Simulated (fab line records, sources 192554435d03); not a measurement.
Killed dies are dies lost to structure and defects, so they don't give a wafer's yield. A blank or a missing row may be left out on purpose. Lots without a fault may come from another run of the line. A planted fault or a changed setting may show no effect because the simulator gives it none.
Which tool did it? | flow n5_finfet | 10 lots, 29 wafers sampled, at 4 steps of a route of 1938

WHAT THE GAUGES READ, wafer by wafer
N5_FIN_SAQP_THK_MEAS_07. Usual: thk_nm 59.6 nm, standard deviation 0.87.
lot  | measured    | on            | thk_nm (nm)    | flag
L271 | day 2 02:58 | film_metro-01 | 60.2 59.6 60.0 |
L273 | day 2 15:36 | film_metro-02 | 58.0 58.1      |
L274 | day 2 21:46 | film_metro-01 | 57.8 58.9 58.8 |
L276 | day 3 09:38 | film_metro-02 | 58.4 58.6 59.9 |
L277 | day 3 16:07 | film_metro-01 | 60.2 59.0 61.8 |
L279 | day 4 05:06 | film_metro-02 | 58.4 59.1 59.9 |
L280 | day 4 09:37 | film_metro-01 | 58.7 60.2 60.2 |
L283 | day 5 03:17 | film_metro-01 | 58.9 60.5 60.5 |
L289 | day 6 15:13 | film_metro-02 | 59.0 60.3 59.3 |
L290 | day 6 21:55 | film_metro-02 | 57.8 60.0 61.0 |

N5_FIN_SAQP_CD_MEAS_27: target cd 20 nm. Usual: cd_nm 20.37 nm, standard deviation 0.28.
lot  | measured    | on        | cd_nm (nm)        | flag
L271 | day 2 05:40 | cd_sem-02 | 20.42 19.96 20.74 |
L273 | day 2 20:14 | cd_sem-02 | 20.11 20.27       |
L274 | day 3 01:07 | cd_sem-02 | 20.42 20.27 20.55 |
L276 | day 3 13:11 | cd_sem-01 | 20.13 20.06 19.88 |
L277 | day 3 18:39 | cd_sem-02 | 20.08 20.87 20.52 |
L279 | day 4 08:06 | cd_sem-01 | 20.70 20.65 20.01 |
L280 | day 4 12:07 | cd_sem-01 | 20.94 20.15 20.08 |
L283 | day 5 06:08 | cd_sem-03 | 20.32 20.53 20.41 |
L289 | day 6 17:52 | cd_sem-02 | 20.84 19.96 20.36 |
L290 | day 7 00:58 | cd_sem-03 | 20.23 20.62 20.36 |

WHICH TOOL RAN EACH LOT (tool, then ch and the chambers of the sampled wafers, then the start)
lot  | N5_FIN_SAQP_MANDREL_ETCH_22     | N5_FIN_SAQP_SPACER1_ETCHBACK_25
L271 | rie_si-02 ch 1,2,3, day 2 03:50 | rie_diel-04 ch 1,3, day 2 05:28
L273 | rie_si-03 ch 0, day 2 16:31     | rie_diel-04 ch 1,2, day 2 20:02
L274 | rie_si-03 ch 1,2,3, day 2 22:37 | rie_diel-02 ch 1,3, day 3 00:55
L276 | rie_si-03 ch 1,2,3, day 3 10:35 | rie_diel-06 ch 2,3, day 3 12:59
L277 | rie_si-02 ch 0,1,2, day 3 16:55 | rie_diel-06 ch 1,2,3, day 3 18:27
L279 | rie_si-02 ch 0,1,2, day 4 06:21 | rie_diel-04 ch 1,2, day 4 07:54
L280 | rie_si-01 ch 0,1,3, day 4 10:22 | rie_diel-02 ch 0,2,3, day 4 11:54
L283 | rie_si-01 ch 0,1, day 5 04:10   | rie_diel-02 ch 1,2,3, day 5 05:56
L289 | rie_si-02 ch 1,2,3, day 6 16:07 | rie_diel-06 ch 0,1,2, day 6 17:39
L290 | rie_si-02 ch 0,2,3, day 6 22:39 | rie_diel-04 ch 0,1,3, day 7 00:46
- N5_FIN_SAQP_MANDREL_ETCH_22: etches a-Si in HBr/Cl2, stops on SiNx, target depth 60 nm, bt time 10 s, time 30 s.
- N5_FIN_SAQP_SPACER1_ETCHBACK_25: etches SiO2 in CHF3/O2, target depth 24.4 nm, time 12.2 s.

WHAT THE TOOLS THEMSELVES READ (means of the sampled wafers that have a number; where no wafer has one, the mark that the record gives instead)
N5_FIN_SAQP_MANDREL_ETCH_22. Usual: chamber_pressure_mTorr 9.999 mTorr, standard deviation 0.01; drypump_motor_current_A 5.9 A, standard deviation 0.45; oes_product_au 0.767 a.u., standard deviation 0.012; throttle_valve_pct 35.3 %, standard deviation 0.31.
lot  | tool      | chamber_pressure_mTorr (mTorr) | drypump_motor_current_A (A) | oes_product_au (a.u.) | throttle_valve_pct (%) | flag
L271 | rie_si-02 | 10.000                         | 6.1                         | 0.773                 | 35.1                   |
L273 | rie_si-03 | 10.003                         | 5.8                         | 0.745                 | 35.8                   |
L274 | rie_si-03 | 9.990                          | 5.3                         | 0.749                 | 35.5                   |
L276 | rie_si-03 | 10.003                         | 5.3                         | 0.745                 | 35.4                   |
L277 | rie_si-02 | 10.000                         | 6.0                         | 0.778                 | 35.1                   |
L279 | rie_si-02 | 9.997                          | 6.0                         | 0.761                 | 35.2                   |
L280 | rie_si-01 | 9.993                          | 5.9                         | 0.763                 | 35.7                   |
L283 | rie_si-01 | 9.996                          | 6.2                         | 0.779                 | 35.6                   |
L289 | rie_si-02 | 9.992                          | 6.2                         | 0.667                 | 35.3                   | OFF
L290 | rie_si-02 | 10.004                         | 6.0                         | 0.667                 | 35.5                   | OFF

N5_FIN_SAQP_SPACER1_ETCHBACK_25. Usual: chamber_pressure_mTorr 29.99 mTorr, standard deviation 0.032; drypump_motor_current_A 5.9 A, standard deviation 0.49; oes_product_au 0.78 a.u., standard deviation 0.07; rf_vpp_V 520 V, standard deviation 10; showerhead_plenum_p_Torr 2.42 Torr, standard deviation 0.075; throttle_valve_pct 18.82 %, standard deviation 0.2.
lot  | tool        | chamber_pressure_mTorr (mTorr) | drypump_motor_current_A (A) | oes_product_au (a.u.) | rf_vpp_V (V) | showerhead_plenum_p_Torr (Torr) | throttle_valve_pct (%) | flag
L271 | rie_diel-04 | 29.99                          | 5.8                         | 0.72                  | 521          | 2.43                            | 18.88                  |
L273 | rie_diel-04 | 30.02                          | 6.0                         | 0.82                  | 522          | 2.52                            | 18.86                  |
L274 | rie_diel-02 | 30.00                          | 6.7                         | 0.77                  | 528          | 2.43                            | 19.21                  |
L276 | rie_diel-06 | 29.98                          | 5.9                         | 0.77                  | 530          | 2.47                            | 18.79                  |
L277 | rie_diel-06 | 29.98                          | 5.7                         | 0.80                  | 523          | 2.42                            | 18.75                  |
L279 | rie_diel-04 | 29.96                          | 5.9                         | 0.83                  | 520          | 2.52                            | 18.86                  |
L280 | rie_diel-02 | 30.01                          | 6.1                         | 0.72                  | 529          | 2.37                            | 19.01                  |
L283 | rie_diel-02 | 30.02                          | 6.3                         | 0.75                  | 523          | 2.43                            | 19.13                  |
L289 | rie_diel-06 | 30.01                          | 5.7                         | 0.78                  | 518          | 2.39                            | 18.76                  |
L290 | rie_diel-04 | 29.98                          | 5.8                         | 0.76                  | 520          | 2.43                            | 18.87                  |

THE ANSWER, worked out from the rows above alone
Rule: a lot is off if the mean of its wafers that have a number lies more than 3 standard deviations from the usual mean. A lot without any number at a reading at which 4 lots or more have one is off too. The other lots that the step has rows for count as sound. The gauges are gone through in route order, then the tools' own readings, and for those a lot's mean is taken as printed above. The first step at which some lot is off is used, and at that step the reading that is off furthest; a lot without a number counts as furthest.
Off: L289, L290, at N5_FIN_SAQP_MANDREL_ETCH_22 (oes_product_au).
A tool fits if, at that step or a process step before it, it ran every lot that is off, and no sound lot after the first of them. One fits: rie_si-02 at N5_FIN_SAQP_MANDREL_ETCH_22. Its last sound lot is L279 (day 4 06:21), its first lot that is off L289 (day 6 16:07): a fault that began between those two fits.
The tool's own readings at N5_FIN_SAQP_MANDREL_ETCH_22 bear it out: on the lots that are off they differ by more than 5 times the standard deviation of the sound lots' means. oes_product_au reads 0.667 a.u. there against 0.762 a.u. on the sound lots.

WHAT THE SIMULATOR HAD PUT IN
Process parameter drift: rie_si-02, from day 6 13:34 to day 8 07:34, at N5_FIN_SAQP_MANDREL_ETCH_22. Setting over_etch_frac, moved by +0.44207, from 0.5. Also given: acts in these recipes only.
Lots struck among those shown: L289, L290. The rule above found the same.
